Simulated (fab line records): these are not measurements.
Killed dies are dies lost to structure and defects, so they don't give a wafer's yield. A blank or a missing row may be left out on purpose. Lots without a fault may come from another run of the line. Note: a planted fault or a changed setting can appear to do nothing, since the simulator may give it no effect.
fab line records	flow n5-finfet
record: lots: 24	wafers: 72	last-day: 20
route steps=1938 shown BEOL_M11@1559 BEOL_M12@1613
lots with no fault: from the same line, run without faults
start-h: hours from the record's first day to the start of the lot's first wafer shown	wait-h: hours from the lot's prior step to this one	" unchanged from the row above	L1.1+2: a single row standing in for several wafers	- no value, or no start was given	* or withheld: withheld	< > ~ a bound
route shown NAME@n: NAME is a module with steps in the file, n the number in the route of the first one	usual: average and standard deviation across the fault-free wafers	same: alike in all rows	chamber/n: place in a boat	sites: the reading at each site	_std_site: standard deviation of those values	_edge_site: outer sites' mean less inner sites'	radius-mm: how far each site lies from the wafer's centre	mask NAME#n: copy n	behind: the last tool/chamber to shape the wafer	hold: what put the lot on hold/how long, in hours/how the hold closed	device: names the non-switching transistor (n, p or np)	end of line: tests run on the same wafers once the route is complete	a step given without rows: its recipe and nothing more	killed: at the first sort, the dies lost to defects and structure; wafer yield is something else	map: the dies of a wafer, with x for killed, . for not killed, _ for no die there
set.NAME: the setting as run; set.NAME@STEP: as run at that earlier step	model.NAME: the simulator's own value behind a step, which no gauge read
the route's steps for a sample of lots (tables are steps, rows are wafers)
services: from which hour (start-h, from the record's first day; less than 0 if before it) a tool's chamber was out of use, for how many hours, and why
== steps ==
step: N5_BEOL_M11_CD_MEAS_18
recipe: pitch-nm: 140	target-cd-nm: 70
usual: cd-nm: 69.9/0.56
lot.wafer	tool	chamber	start-h	wait-h	cd-nm
L076.3	cd-sem-01	-	267.65	0.1	70.5
L076.4	"	-	"	"	70.3
L076.5	"	-	"	"	70.0
L078.1	cd-sem-02	-	279.45	0.0	70.5
L078.3	"	-	"	"	70.4
L078.5	"	-	"	"	69.0
L074.2	cd-sem-02	-	283.56	0.1	70.3
L074.3	"	-	"	"	69.3
L074.4	"	-	"	"	70.2
L077.3	cd-sem-01	-	287.36	0.1	69.9
L077.4	"	-	"	"	70.3
L077.5	"	-	"	"	69.4
L079.3	cd-sem-03	-	291.60	0.1	69.2
L079.4	"	-	"	"	70.0
L079.6	"	-	"	"	69.2
L080.2	cd-sem-02	-	291.99	0.1	70.7
L080.4	"	-	"	"	69.6
L080.6	"	-	"	"	70.0
L075.1	cd-sem-03	-	296.45	0.0	70.1
L075.4	"	-	"	"	70.1
L075.5	"	-	"	"	70.7
L081.2	cd-sem-03	-	308.66	0.1	70.0
L081.3	"	-	"	"	70.3
L081.5	"	-	"	"	69.9
L083.1	cd-sem-02	-	313.84	0.0	68.6
L083.2	"	-	"	"	69.4
L083.6	"	-	"	"	68.4
L082.1	cd-sem-03	-	318.45	0.0	69.8
L082.4	"	-	"	"	69.1
L082.6	"	-	"	"	70.1
L086.2	cd-sem-01	-	340.31	0.1	70.1
L086.3	"	-	"	"	70.2
L086.4	"	-	"	"	69.6
L084.2	cd-sem-03	-	344.80	0.1	70.0
L084.4	"	-	"	"	70.3
L084.5	"	-	"	"	70.4
L085.1	cd-sem-01	-	346.32	0.0	70.2
L085.3	"	-	"	"	69.2
L085.6	"	-	"	"	70.0
L087.3	cd-sem-01	-	349.94	0.1	69.6
L087.4	"	-	"	"	69.2
L087.5	"	-	"	"	71.1
L089.1	cd-sem-02	-	366.99	0.0	69.1
L089.3	"	-	"	"	69.8
L089.4	"	-	"	"	70.0
L088.3	cd-sem-03	-	367.03	0.1	69.1
L088.5	"	-	"	"	69.1
L088.6	"	-	"	"	69.9
L091.3	cd-sem-03	-	367.31	0.1	69.9
L091.4	"	-	"	"	69.9
L091.5	"	-	"	"	70.2
L094.2	cd-sem-03	-	371.25	0.1	69.8
L094.3	"	-	"	"	69.9
L094.6	"	-	"	"	71.6
L090.1	cd-sem-02	-	375.54	0.0	69.9
L090.2	"	-	"	"	70.6
L090.6	"	-	"	"	70.4
L092.1	cd-sem-03	-	382.00	0.0	69.8
L092.3	"	-	"	"	70.0
L092.6	"	-	"	"	69.1
L093.3	cd-sem-02	-	384.84	0.1	70.1
L093.5	"	-	"	"	69.2
L093.6	"	-	"	"	69.5
L095.1	cd-sem-02	-	415.48	0.0	70.4
L095.2	"	-	"	"	69.3
L095.3	"	-	"	"	69.8
L096.1	cd-sem-01	-	416.29	0.0	70.6
L096.2	"	-	"	"	69.9
L096.4	"	-	"	"	70.5
L097.3	cd-sem-01	-	435.46	0.1	70.0
L097.5	"	-	"	"	70.5
L097.6	"	-	"	"	70.3
step: N5_BEOL_M11_DESCUM_33
recipe: chemistry: O2	time-s: 7.9	source-power-w: 50	bias-power-w: 20	pressure-mtorr: 20	rf-frequency-hz: 2.712e+07	temp-c: 40	resist: CAR-ArF	o2-flow-sccm: 225
usual: drypump-motor-current-A: 5.6/0.44	oes-product-au: 0.81/0.081	rf-vpp-V: 242.6/1.3	showerhead-plenum-p-Torr: 2.07/0.073	throttle-valve-pct: 20.51/0.21
lot.wafer	tool	chamber	start-h	wait-h	drypump-motor-current-A	oes-product-au	rf-hours-counter-h	rf-vpp-V	showerhead-plenum-p-Torr	throttle-valve-pct
L076.3	rie-diel-05	2	268.15	0.0	5.5	0.75	167	242.6	2.02	20.69
L076.4	"	0	"	"	4.7	0.70	-	243.7	2.16	20.74
L076.5	"	1	"	"	5.9	0.85	-	244.6	2.22	20.76
L078.1	rie-diel-05	3	281.40	0.0	5.0	0.83	68	242.6	2.02	20.23
L078.3	"	2	"	"	5.5	0.75	172	241.2	2.02	20.68
L078.5	"	2	"	"	5.5	0.74	-	240.9	2.02	20.68
L074.2	rie-diel-05	2	285.85	0.0	5.5	0.75	173	241.6	2.02	20.71
L074.3	"	3	"	"	5.0	0.83	69	242.5	2.02	20.23
L074.4	"	0	"	"	4.7	0.70	228	244.4	2.16	20.76
L077.3	rie-diel-04	1	289.75	0.0	5.7	0.82	94	241.4	2.03	20.60
L077.4	"	2	"	"	5.5	0.75	-	241.7	1.98	20.19
L077.5	"	1	"	"	5.7	0.83	-	241.9	2.03	20.60
L079.3	rie-diel-05	1	292.28	0.0	5.9	0.84	87	245.3	2.22	20.78
L079.4	"	3	"	"	5.0	0.83	71	242.3	2.02	20.24
L079.6	"	3	"	"	5.0	0.82	-	242.7	2.02	20.23
L080.2	rie-diel-04	2	292.73	0.0	5.5	0.74	166	240.1	1.98	20.21
L080.4	"	3	"	"	5.8	0.68	-	241.0	2.07	20.88
L080.6	"	1	"	"	5.7	0.82	-	243.0	2.03	20.60
L075.1	rie-diel-04	0	299.25	0.4	5.8	0.99	0	242.2	2.05	20.30
L075.4	"	0	"	"	5.8	1.00	-	242.2	2.05	20.28
L075.5	"	2	"	"	5.5	0.75	-	240.5	1.98	20.20
L081.2	rie-diel-05	2	310.87	0.0	5.5	0.73	180	241.0	2.02	20.70
L081.3	"	3	"	"	5.0	0.82	76	241.2	2.01	20.23
L081.5	"	3	"	"	5.0	0.83	-	242.2	2.01	20.25
L083.1	rie-diel-01	0	317.06	0.9	6.1	0.88	28	244.9	2.12	20.47
L083.2	"	2	"	"	5.2	0.80	81	243.9	2.13	20.33
L083.6	"	1	"	"	6.1	0.69	-	244.5	2.17	20.62
L082.1	rie-diel-05	3	324.40	0.0	5.0	0.81	80	240.8	2.01	20.25
L082.4	"	0	"	"	4.7	0.68	240	242.8	2.16	20.77
L082.6	"	2	"	"	5.5	0.73	-	241.6	2.02	20.70
L086.2	rie-diel-04	0	341.44	0.0	5.8	0.93	16	242.5	2.04	20.33
L086.3	"	3	"	"	5.8	0.98	5	242.1	2.07	20.57
L086.4	"	2	"	"	5.5	0.73	183	241.4	1.98	20.23
L084.2	rie-diel-05	2	346.51	0.4	5.5	0.72	190	241.4	2.02	20.72
L084.4	"	0	"	"	4.7	0.68	246	243.4	2.16	20.78
L084.5	"	1	"	"	5.9	0.83	-	243.3	2.21	20.78
L085.1	rie-diel-01	3	349.25	0.3	6.3	0.84	81	241.5	2.01	20.31
L085.3	"	2	"	"	5.1	0.80	92	244.8	2.12	20.35
L085.6	"	2	"	"	5.2	0.81	-	243.5	2.12	20.36
L087.3	rie-diel-01	0	350.44	0.0	6.1	0.86	40	244.0	2.12	20.49
L087.4	"	2	"	"	5.1	0.79	-	243.7	2.12	20.39
L087.5	"	3	"	"	6.3	0.82	-	242.6	2.01	20.31
L088.3	rie-diel-05	2	369.23	0.0	5.5	0.72	197	242.5	2.01	20.72
L088.5	"	1	"	"	5.9	0.81	-	244.4	2.21	20.80
L088.6	"	3	"	"	5.0	0.80	-	242.1	2.01	20.26
L089.1	rie-diel-04	0	369.65	0.3	5.8	0.90	25	243.8	2.04	20.34
L089.3	"	1	"	"	5.8	0.80	122	242.3	2.02	20.63
L089.4	"	2	"	"	5.5	0.72	191	242.1	1.98	20.24
L091.3	rie-diel-04	2	370.77	0.2	5.5	0.72	192	241.3	1.98	20.25
L091.4	"	0	"	"	5.8	0.89	26	241.4	2.04	20.34
L091.5	"	0	"	"	5.8	0.89	-	244.0	2.04	20.33
L094.2	rie-diel-01	1	372.77	0.0	6.2	0.98	4	244.5	2.17	20.22
L094.3	"	0	"	"	6.1	0.84	49	242.9	2.12	20.50
L094.6	"	3	"	"	6.4	0.83	-	240.4	2.00	20.30
L090.1	rie-diel-01	3	376.18	0.0	6.3	0.83	91	241.9	2.00	20.31
L090.2	"	1	"	"	6.2	0.97	5	245.0	2.17	20.24
L090.6	"	2	"	"	5.1	0.79	-	243.5	2.12	20.38
L092.1	rie-diel-05	0	382.78	0.0	4.7	1.01	1	244.4	2.15	20.36
L092.3	"	2	"	"	5.5	0.71	202	241.8	2.01	20.76
L092.6	"	1	"	"	5.9	0.80	-	244.3	2.21	20.81
L093.3	rie-diel-04	3	387.46	0.3	5.8	0.93	19	242.4	2.06	20.58
L093.5	"	0	"	"	5.8	0.88	-	242.8	2.03	20.36
L093.6	"	3	"	"	5.8	0.93	-	243.1	2.06	20.58
L095.1	rie-diel-04	2	416.12	0.2	5.5	0.72	201	242.1	1.97	20.26
L095.2	"	1	"	"	5.7	0.78	136	241.2	2.02	20.67
L095.3	"	3	"	"	5.8	0.91	28	241.9	2.06	20.59
L096.1	rie-diel-04	2	416.86	0.1	5.5	0.73	202	242.0	1.97	20.25
L096.2	"	1	"	"	5.7	0.78	137	241.9	2.02	20.67
L096.4	"	3	"	"	5.8	0.90	-	242.9	2.06	20.59
L097.3	rie-diel-04	1	436.85	0.0	5.7	0.77	143	242.9	2.02	20.69
L097.5	"	1	"	"	5.7	0.77	-	242.0	2.02	20.68
L097.6	"	0	"	"	5.8	0.87	-	242.1	2.03	20.35
step: N5_BEOL_M11_OCD_MEAS_38
usual: trench-depth-nm: 149.3/2.6
lot.wafer	tool	chamber	start-h	wait-h	trench-depth-nm
L076.3	ocd-02	-	268.64	-	149.4
L076.4	"	-	"	"	146.0
L076.5	"	-	"	"	149.0
L078.1	ocd-01	-	281.90	-	150.5
L078.3	"	-	"	"	149.2
L078.5	"	-	"	"	148.3
L074.2	ocd-01	-	286.36	-	148.4
L074.3	"	-	"	"	147.8
L074.4	"	-	"	"	147.1
L077.3	ocd-01	-	290.25	-	146.7
L077.4	"	-	"	"	149.6
L077.5	"	-	"	"	148.2
L079.3	ocd-01	-	292.78	-	147.5
L079.4	"	-	"	"	149.6
L079.6	"	-	"	"	149.0
L080.2	ocd-01	-	293.22	-	147.4
L080.4	"	-	"	"	147.9
L080.6	"	-	"	"	149.8
L075.1	ocd-01	-	299.74	-	145.3
L075.4	"	-	"	"	147.1
L075.5	"	-	"	"	148.1
L081.2	ocd-01	-	311.36	-	151.5
L081.3	"	-	"	"	150.6
L081.5	"	-	"	"	150.4
L083.1	ocd-02	-	317.55	-	153.8
L083.2	"	-	"	"	152.2
L083.6	"	-	"	"	153.4
L082.1	ocd-01	-	324.89	-	149.1
L082.4	"	-	"	"	146.7
L082.6	"	-	"	"	149.4
L086.2	ocd-01	-	341.93	-	149.5
L086.3	"	-	"	"	155.2
L086.4	"	-	"	"	147.5
L084.2	ocd-01	-	347.02	-	148.3
L084.4	"	-	"	"	143.3
L084.5	"	-	"	"	149.4
L085.1	ocd-02	-	349.74	-	147.3
L085.3	"	-	"	"	150.9
L085.6	"	-	"	"	151.7
L087.3	ocd-02	-	350.93	-	151.8
L087.4	"	-	"	"	150.4
L087.5	"	-	"	"	147.8
L088.3	ocd-02	-	369.73	-	149.1
L088.5	"	-	"	"	148.9
L088.6	"	-	"	"	147.3
L089.1	ocd-01	-	370.15	-	147.3
L089.3	"	-	"	"	147.4
L089.4	"	-	"	"	145.3
L091.3	ocd-01	-	371.26	-	147.1
L091.4	"	-	"	"	149.0
L091.5	"	-	"	"	147.2
L094.2	ocd-01	-	373.27	-	155.6
L094.3	"	-	"	"	153.6
L094.6	"	-	"	"	148.3
L090.1	ocd-01	-	376.67	-	146.0
L090.2	"	-	"	"	154.2
L090.6	"	-	"	"	148.9
L092.1	ocd-01	-	383.27	-	153.7
L092.3	"	-	"	"	152.1
L092.6	"	-	"	"	151.0
L093.3	ocd-02	-	387.96	-	155.2
L093.5	"	-	"	"	147.2
L093.6	"	-	"	"	154.7
L095.1	ocd-02	-	416.62	-	145.2
L095.2	"	-	"	"	146.0
L095.3	"	-	"	"	152.3
L096.1	ocd-02	-	417.35	-	147.9
L096.2	"	-	"	"	147.2
L096.4	"	-	"	"	154.4
L097.3	ocd-01	-	437.35	-	147.9
L097.5	"	-	"	"	146.6
L097.6	"	-	"	"	146.9
step: N5_BEOL_M11_RS_MEAS_57
recipe: thk-meas-gauge: four-point-probe	reads: Cu_of_BEOL_M11_ECD_50+Co_of_BEOL_M11_CVD_75+TaN_of_BEOL_M11_ALD_74
usual: M11_RS: 0.150/0.0032
lot.wafer	tool	chamber	start-h	wait-h	M11_RS[ohm/sq]
L076.3	film-metro-02	-	271.56	0.0	0.150
L076.4	"	-	"	"	0.154
L076.5	"	-	"	"	0.152
L078.1	film-metro-02	-	284.52	0.0	0.149
L078.3	"	-	"	"	0.149
L078.5	"	-	"	"	0.152
L074.2	film-metro-02	-	289.17	0.0	0.150
L074.3	"	-	"	"	0.152
L074.4	"	-	"	"	0.152
L077.3	film-metro-01	-	293.19	0.0	0.151
L077.4	"	-	"	"	0.149
L077.5	"	-	"	"	0.150
L079.3	film-metro-02	-	296.13	0.0	0.152
L079.4	"	-	"	"	0.150
L079.6	"	-	"	"	0.151
L080.2	film-metro-02	-	296.30	0.0	0.154
L080.4	"	-	"	"	0.152
L080.6	"	-	"	"	0.147
L075.1	film-metro-01	-	302.16	0.0	0.153
L075.4	"	-	"	"	0.153
L075.5	"	-	"	"	0.148
L081.2	film-metro-02	-	313.76	0.0	0.146
L081.3	"	-	"	"	0.149
L081.5	"	-	"	"	0.149
L083.1	film-metro-01	-	320.11	0.0	0.145
L083.2	"	-	"	"	0.146
L083.6	"	-	"	"	0.145
L082.1	film-metro-02	-	328.41	0.0	0.150
L082.4	"	-	"	"	0.154
L082.6	"	-	"	"	0.150
L086.2	film-metro-02	-	345.50	0.1	0.151
L086.3	"	-	"	"	0.144
L086.4	"	-	"	"	0.152
L084.2	film-metro-01	-	351.74	0.0	0.150
L084.4	"	-	"	"	0.157
L084.5	"	-	"	"	0.151
L087.3	film-metro-01	-	355.71	0.0	0.148
L087.4	"	-	"	"	0.148
L087.5	"	-	"	"	0.152
L085.1	film-metro-02	-	355.98	0.0	0.153
L085.3	"	-	"	"	0.148
L085.6	"	-	"	"	0.148
L088.3	film-metro-01	-	372.69	0.0	0.151
L088.5	"	-	"	"	0.152
L088.6	"	-	"	"	0.151
L089.1	film-metro-02	-	372.99	0.0	0.154
L089.3	"	-	"	"	0.153
L089.4	"	-	"	"	0.155
L091.3	film-metro-01	-	373.57	0.0	0.154
L091.4	"	-	"	"	0.150
L091.5	"	-	"	"	0.152
L094.2	film-metro-01	-	376.01	0.0	0.143
L094.3	"	-	"	"	0.147
L094.6	"	-	"	"	0.153
L090.1	film-metro-01	-	380.09	0.0	0.156
L090.2	"	-	"	"	0.146
L090.6	"	-	"	"	0.150
L092.1	film-metro-01	-	385.79	0.0	0.146
L092.3	"	-	"	"	0.146
L092.6	"	-	"	"	0.147
L093.3	film-metro-02	-	391.04	0.0	0.144
L093.5	"	-	"	"	0.153
L093.6	"	-	"	"	0.144
L095.1	film-metro-02	-	419.45	0.0	0.154
L095.2	"	-	"	"	0.154
L095.3	"	-	"	"	0.146
L096.1	film-metro-02	-	420.43	0.0	0.152
L096.2	"	-	"	"	0.152
L096.4	"	-	"	"	0.144
L097.3	film-metro-01	-	440.37	0.0	0.151
L097.5	"	-	"	"	0.154
L097.6	"	-	"	"	0.153
step: N5_BEOL_M12_OVL_MEAS_11
recipe: points-per-wafer: 44
usual: V11_OVL: -3/6.2
same: points-per-wafer: 44
lot.wafer	tool	chamber	start-h	wait-h	V11_OVL[nm]
L076.3	overlay-02	0	272.09	0.0	7
L076.4	"	0	"	"	1
L076.5	"	0	"	"	6
L078.1	overlay-02	0	294.56	0.0	-7
L078.3	"	0	"	"	-5
L078.5	"	0	"	"	-5
L074.2	overlay-02	0	294.71	0.0	-19
L074.3	"	0	"	"	-9
L074.4	"	0	"	"	-18
L077.3	overlay-01	0	294.75	0.0	-4
L077.4	"	0	"	"	-12
L077.5	"	0	"	"	-8
L079.3	overlay-01	0	296.65	0.0	-8
L079.4	"	0	"	"	-11
L079.6	"	0	"	"	-10
L080.2	overlay-01	0	296.84	0.0	-14
L080.4	"	0	"	"	-12
L080.6	"	0	"	"	-10
L075.1	overlay-02	0	304.06	0.0	-7
L075.4	"	0	"	"	-4
L075.5	"	0	"	"	-13
L081.2	overlay-02	0	314.29	0.0	3
L081.3	"	0	"	"	0
L081.5	"	0	"	"	-6
L083.1	overlay-02	0	320.77	0.0	-8
L083.2	"	0	"	"	-3
L083.6	"	0	"	"	-12
L082.1	overlay-02	0	328.93	0.0	-2
L082.4	"	0	"	"	-3
L082.6	"	0	"	"	-10
L086.2	overlay-02	0	346.03	0.0	0
L086.3	"	0	"	"	-2
L086.4	"	0	"	"	2
L084.2	overlay-02	0	352.39	0.0	-7
L084.4	"	0	"	"	-3
L084.5	"	0	"	"	-5
L087.3	overlay-01	0	356.36	0.0	-4
L087.4	"	0	"	"	-2
L087.5	"	0	"	"	-9
L085.1	overlay-02	0	356.60	0.0	8
L085.3	"	0	"	"	-2
L085.6	"	0	"	"	6
L088.3	overlay-02	0	373.34	0.0	-3
L088.5	"	0	"	"	2
L088.6	"	0	"	"	-3
L089.1	overlay-01	0	373.64	0.0	-3
L089.3	"	0	"	"	-5
L089.4	"	0	"	"	-3
L091.3	overlay-02	0	374.14	0.0	-2
L091.4	"	0	"	"	0
L091.5	"	0	"	"	-8
L094.2	overlay-01	0	376.72	0.0	1
L094.3	"	0	"	"	4
L094.6	"	0	"	"	4
L090.1	overlay-01	0	380.67	0.0	2
L090.2	"	0	"	"	10
L090.6	"	0	"	"	7
L092.1	overlay-01	0	386.36	0.0	3
L092.3	"	0	"	"	0
L092.6	"	0	"	"	5
L093.3	overlay-02	0	391.69	0.0	-8
L093.5	"	0	"	"	-9
L093.6	"	0	"	"	-1
L095.1	overlay-02	0	420.10	0.0	-5
L095.2	"	0	"	"	1
L095.3	"	0	"	"	0
L096.1	overlay-02	0	420.96	0.0	-8
L096.2	"	0	"	"	4
L096.4	"	0	"	"	-3
L097.3	overlay-02	0	441.02	0.0	-7
L097.5	"	0	"	"	1
L097.6	"	0	"	"	1
step: N5_BEOL_M12_DESCUM_33
recipe: chemistry: O2	time-s: 7.9	source-power-w: 50	bias-power-w: 20	pressure-mtorr: 20	rf-frequency-hz: 2.712e+07	temp-c: 40	o2-flow-sccm: 225
usual: drypump-motor-current-A: 5.9/0.55	oes-product-au: 0.84/0.1	rf-vpp-V: 243.5/1.3	showerhead-plenum-p-Torr: 2.12/0.07	throttle-valve-pct: 20.31/0.29
lot.wafer	tool	chamber	start-h	wait-h	drypump-motor-current-A	oes-product-au	rf-hours-counter-h	rf-vpp-V	showerhead-plenum-p-Torr	throttle-valve-pct
L076.3	rie-diel-02	2	273.20	0.2	5.2	0.95	12	241.5	2.05	20.14
L076.4	"	3	"	"	6.3	0.71	217	242.2	1.99	20.21
L076.5	"	3	"	"	6.4	0.70	-	242.5	1.99	20.22
L078.1	rie-diel-02	3	295.73	0.1	6.4	0.70	224	241.8	1.98	20.22
L078.3	"	2	"	"	5.1	0.92	20	241.3	2.05	20.17
L078.5	"	2	"	"	5.2	0.93	-	242.7	2.05	20.17
L074.2	rie-diel-02	2	296.22	0.5	5.2	0.91	21	242.5	2.05	20.17
L074.3	"	0	"	"	6.1	0.86	58	246.5	2.22	19.95
L074.4	"	1	"	"	5.5	0.98	0	242.9	2.07	20.61
L077.3	rie-diel-06	1	296.70	0.9	5.2	0.67	237	245.1	2.17	20.60
L077.4	"	0	"	"	5.9	0.70	-	242.6	2.14	20.50
L077.5	"	3	"	"	6.8	0.97	-	244.1	2.13	19.93
L079.3	rie-diel-02	2	298.15	0.0	5.2	0.92	21	242.0	2.05	20.17
L079.4	"	3	"	"	6.4	0.69	226	241.0	1.98	20.21
L079.6	"	1	"	"	5.5	0.97	-	243.1	2.07	20.63
L080.2	rie-diel-06	1	298.19	0.0	5.2	0.67	238	243.5	2.17	20.59
L080.4	"	3	"	"	6.7	0.97	-	244.1	2.13	19.95
L080.6	"	0	"	"	5.9	0.70	-	243.0	2.14	20.52
L075.1	rie-diel-02	3	305.19	0.0	6.4	0.69	228	240.3	1.98	20.23
L075.4	"	2	"	"	5.2	0.91	24	244.9	2.05	20.18
L075.5	"	0	"	"	6.1	0.87	-	245.3	2.22	19.95
L081.2	rie-diel-06	1	315.38	0.0	5.2	0.67	245	244.2	2.17	20.62
L081.3	"	2	"	"	6.2	0.97	2	243.9	2.16	20.34
L081.5	"	2	"	"	6.2	0.97	-	242.9	2.16	20.34
L083.1	rie-diel-06	0	321.86	0.0	5.9	0.70	238	243.7	2.13	20.53
L083.2	"	3	"	"	6.8	0.93	13	244.4	2.13	19.96
L083.6	"	0	"	"	5.9	0.69	-	244.0	2.13	20.50
L082.1	rie-diel-06	3	329.90	0.0	6.8	0.92	16	243.1	2.12	19.96
L082.4	"	0	"	"	5.9	0.70	240	245.0	2.13	20.52
L082.6	"	1	"	"	5.2	0.66	-	243.6	2.17	20.63
L086.2	rie-diel-06	0	347.34	0.0	5.9	0.71	247	243.9	2.13	20.52
L086.3	"	2	"	"	6.2	0.94	13	244.1	2.16	20.37
L086.4	"	2	"	"	6.2	0.93	-	243.6	2.16	20.35
L084.2	rie-diel-06	3	353.95	0.5	6.7	0.91	26	244.0	2.12	20.00
L084.4	"	3	"	"	6.8	0.91	-	245.8	2.12	19.98
L084.5	"	2	"	"	6.2	0.92	-	241.9	2.16	20.37
L087.3	rie-diel-06	0	357.33	0.0	5.9	0.69	253	245.2	2.13	20.53
L087.4	"	2	"	"	6.2	0.92	-	243.9	2.16	20.36
L087.5	"	3	"	"	6.8	0.90	-	242.7	2.12	19.99
L085.1	rie-diel-06	2	357.88	0.1	6.2	0.92	19	245.0	2.16	20.36
L085.3	"	0	"	"	5.9	0.69	253	242.1	2.13	20.55
L085.6	"	0	"	"	5.9	0.69	-	244.3	2.13	20.54
L088.3	rie-diel-03	2	374.43	0.0	5.6	0.68	243	240.1	1.97	20.45
L088.5	"	1	"	"	5.9	0.72	-	242.7	2.17	21.08
L088.6	"	2	"	"	5.6	0.68	-	241.3	1.97	20.45
L089.1	rie-diel-02	0	374.80	0.1	6.1	0.83	89	244.6	2.21	19.99
L089.3	"	2	"	"	5.2	0.86	50	241.3	2.04	20.22
L089.4	"	1	"	"	5.4	0.89	-	242.5	2.06	20.66
L091.3	rie-diel-06	3	375.23	0.0	6.8	0.88	37	242.8	2.12	19.97
L091.4	"	2	"	"	6.1	0.89	-	242.3	2.15	20.39
L091.5	"	1	"	"	5.2	0.94	-	244.5	2.16	20.38
L094.2	rie-diel-02	2	377.74	0.0	5.2	0.87	52	242.8	2.04	20.22
L094.3	"	1	"	"	5.5	0.89	32	241.3	2.06	20.66
L094.6	"	2	"	"	5.2	0.87	-	244.2	2.04	20.20
L090.1	rie-diel-02	2	381.73	0.0	5.2	0.86	53	241.9	2.04	20.24
L090.2	"	1	"	"	5.5	0.88	34	242.5	2.06	20.66
L090.6	"	2	"	"	5.2	0.85	-	242.1	2.04	20.23
L092.1	rie-diel-03	1	387.59	0.3	5.9	0.71	237	243.7	2.17	21.08
L092.3	"	2	"	"	5.6	0.68	249	239.9	1.97	20.47
L092.6	"	3	"	"	6.2	0.89	-	245.1	2.22	20.12
L093.3	rie-diel-03	1	392.65	0.0	5.9	0.71	238	243.9	2.17	21.10
L093.5	"	1	"	"	5.9	0.71	-	243.6	2.17	21.11
L093.6	"	3	"	"	6.1	0.91	-	245.8	2.22	20.12
L095.1	rie-diel-03	0	421.59	0.3	4.9	0.83	82	241.6	2.03	20.17
L095.2	"	3	"	"	6.1	0.89	55	244.4	2.22	20.14
L095.3	"	2	"	"	5.6	0.99	5	244.0	2.23	20.13
L096.1	rie-diel-06	1	421.94	0.0	5.2	0.88	22	244.8	2.16	20.41
L096.2	"	2	"	"	6.2	0.86	51	243.0	2.14	20.42
L096.4	"	1	"	"	5.2	0.89	-	244.9	2.16	20.38
L097.3	rie-diel-02	3	442.01	0.0	6.4	0.89	21	245.9	2.23	19.97
L097.5	"	1	"	"	5.5	0.85	-	243.7	2.05	20.69
L097.6	"	2	"	"	5.1	0.83	-	241.6	2.03	20.24
== services ==
tool	chamber	start-h	hours	kind
rie-diel-03	3	245.80	5.4	repair
rie-diel-01	2	252.91	26.0	repair
rie-diel-01	-	253.32	6.4	repair
rie-diel-06	3	268.66	-	clean
rie-diel-06	3	268.66	-	consumable-replace:focus-ring
rie-diel-06	3	268.66	20.6	scheduled-down
rie-diel-06	3	268.66	20.6	vent-cycle
rie-diel-06	2	289.23	-	clean
rie-diel-06	2	289.23	-	consumable-replace:focus-ring
rie-diel-06	2	289.23	18.8	scheduled-down
rie-diel-06	2	289.23	18.8	vent-cycle
rie-diel-01	0	301.70	3.2	repair
rie-diel-02	-	336.28	0.6	repair
rie-diel-06	1	337.72	-	clean
rie-diel-06	1	337.72	-	consumable-replace:focus-ring
rie-diel-06	1	337.72	25.3	scheduled-down
rie-diel-01	0	378.42	9.6	repair
rie-diel-05	3	378.97	14.3	repair
rie-diel-05	0	379.15	1.6	repair
rie-diel-06	0	391.80	48.8	repair
rie-diel-04	0	399.11	26.0	repair
rie-diel-04	2	402.36	8.4	repair
rie-diel-06	1	404.37	14.4	repair
rie-diel-05	3	430.73	9.2	repair
== key ==
fault none
